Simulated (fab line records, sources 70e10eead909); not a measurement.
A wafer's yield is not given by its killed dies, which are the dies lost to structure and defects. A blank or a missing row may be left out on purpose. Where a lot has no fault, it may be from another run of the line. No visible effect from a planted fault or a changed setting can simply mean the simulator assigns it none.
Comparing a struck lot with a sound one + flow nandHarc + 14 steps out of a route of 1302
Sound: the wafers L310.4, L310.5, L310.6. Struck: wafer L314.3 (left out: L314.4, L314.5 of the same lot, which were not struck); the cause appears at the end.
For every step that has rows: the tool of each side, followed by ch and its chambers, followed by its first start. Under that, the readings that differ: sound wafers + struck wafers + difference of the means + sigmas: that difference in standard deviations of wafers without a fault.
alike: readings with means less than 2 such deviations apart, plus words and numbers identical on both sides. not compared: withheld readings, readings lacking a value on some wafer, bounds such as >300 that could conceal the same value, and numbers that have no deviation in the record and whose values overlap.
A row with sigmas, a row that says differs or no value, or rows on one side alone: a step with any of these is where the two part. When numbers do not overlap yet have no deviation, they are printed without sigmas and do not part them. A reading that every wafer of one side lacks parts them only if that side has two wafers or more.

NHARC_P_M2_INSPECT_27:
  sound on defectInspect-02 at day 11 18:49; struck on defectInspect-01 at day 13 09:09
  alike: rawDefectCount
NHARC_P_M2_PRE_CLEAN_32: time 12 s.
  sound on pecvd-03 ch 0,1,2, day 11 18:56; struck on pecvd-03 ch 1, day 13 09:13
  alike: heaterPowerW, susceptorTempC
NHARC_P_M2_DEP_33: deposits SiCN, target thk 30 nm.
  sound on pecvd-03 ch 0,1,2, day 11 19:06; struck on pecvd-03 ch 1, day 13 09:18
  alike: heaterPowerW, susceptorTempC
NHARC_P_BONDPAD_DEP_00: deposits SiCN, target thk 250 nm.
  sound on pecvd-02 ch 0,1,2, day 11 19:31; struck on pecvd-02 ch 0, day 13 09:45
  alike: heaterPowerW, susceptorTempC
NHARC_P_BONDPAD_CMP_32: polishes SiCN, target thk 200 nm.
  sound on cmp-03 ch 0,3, day 11 19:49; struck on cmp-01 ch 3, day 13 10:07
  alike: motorCurrentA, retainingRingPressureFrac
NHARC_P_BONDPAD_THK_MEAS_33: measures by ellipsometry.
  sound on filmMetro-01 at day 11 20:03; struck on filmMetro-01 at day 13 10:22
  alike: thkNm
then, 5 steps without rows for these wafers: NHARC_P_BONDPAD_SRD_34; NHARC_P_BONDPAD_DEHYDRATE_01 (time 120 s); NHARC_P_BONDPAD_HMDS_02 (time 30 s); NHARC_P_BONDPAD_COAT_36 (time 65 s); NHARC_P_BONDPAD_COAT_03 (resist thk 600 nm).
NHARC_P_BONDPAD_SOFTBAKE_04: time 70 s.
  sound on lithoTrack-05 ch 0, day 11 20:00; struck on lithoTrack-03 ch 0, day 13 10:00
| reading               | sound             | struck | difference | sigmas |
|-----------------------|-------------------|--------|------------|--------|
| heaterPowerTotalW (W) | 202.6 202.5 199.9 | 223.7  | +22.0      | +17    |
following that, these wafers have no rows for 1 step: NHARC_P_BONDPAD_EBR_05.
-- record jumps: 19 days between struck wafers' starts before vs after; left off in module P_BONDPAD, resumes in module END, first step shown is number 1302 of the route --
NHARC_END_SORT_01:
  sound on prober-02 ch 0, day 32 03:06; struck on prober-02 ch 0, day 32 10:06
| reading    | sound | struck | difference | sigmas |
|------------|-------|--------|------------|--------|
| killedOpen | 4 2 7 | 0      | -4         | -2     |
  alike: defectLimitedYield, killedAtArray, killedAtOther, killedAtPeriphery, killedDies, killedShort

WHERE THEY PART
Earliest at NHARC_P_BONDPAD_SOFTBAKE_04; latest, in this record, at NHARC_END_SORT_01.

WHY: what had been put in by the simulator
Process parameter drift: lithoTrack-03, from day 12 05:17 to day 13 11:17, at NHARC_P_BONDPAD_SOFTBAKE_04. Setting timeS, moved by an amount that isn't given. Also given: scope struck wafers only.
